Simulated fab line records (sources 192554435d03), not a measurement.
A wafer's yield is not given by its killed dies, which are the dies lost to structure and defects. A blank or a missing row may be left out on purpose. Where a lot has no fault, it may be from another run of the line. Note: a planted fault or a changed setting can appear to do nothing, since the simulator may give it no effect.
Matching of chambers | flow n5-finfet | rie-diel-06 running N5_BEOL_M5_ETCH_62: 4 sister chambers
The step etches SOC in N2/H2, target depth 75 nm, overetch 15 nm, time 112.5 s. 4 wafers are shown with their chamber, then 7 later ones without.

== EACH WAFER AND ITS CHAMBER ==
wafer  | chamber | drypump-motor-current-A (A)
L081.4 | 1       | 5.1
L081.6 | 3       | 5.7
L083.1 | 0       | 6.2
L083.3 | 2       | 5.0

== WAFERS WHOSE CHAMBER IS MISSING ==
wafer  | drypump-motor-current-A (A)
L083.5 | 5.0
L086.1 | 6.2
L086.3 | 5.1
L086.4 | 5.8
L089.2 | 6.2
L089.4 | 5.1
L089.5 | 5.7

== WHICH CHAMBER EACH ONE RAN IN ==
wafer  | from the rows above | in truth
L083.5 | 2                   | 2
L086.1 | 0                   | 0
L086.3 | 1                   | 1
L086.4 | 3                   | 3
L089.2 | 0                   | 0
L089.4 | 1                   | 1
L089.5 | 3                   | 3
Placed correctly: 7 of 7. Can't be placed from these rows: 0. Wrongly placed: 0.
How it was worked out, from the rows above alone: a wafer's distance from a chamber is the root of the sum, over the readings, of the square of ((its reading less the chamber's mean) divided by the reading's scatter). The wafer belongs to the nearest chamber; if the next one is less than 2 further off, it can't be placed. The mean given for a chamber averages the wafers shown for that chamber. The scatter: root of mean squared gap, hidden wafer to nearest shown wafer, with one shown wafer a chamber.
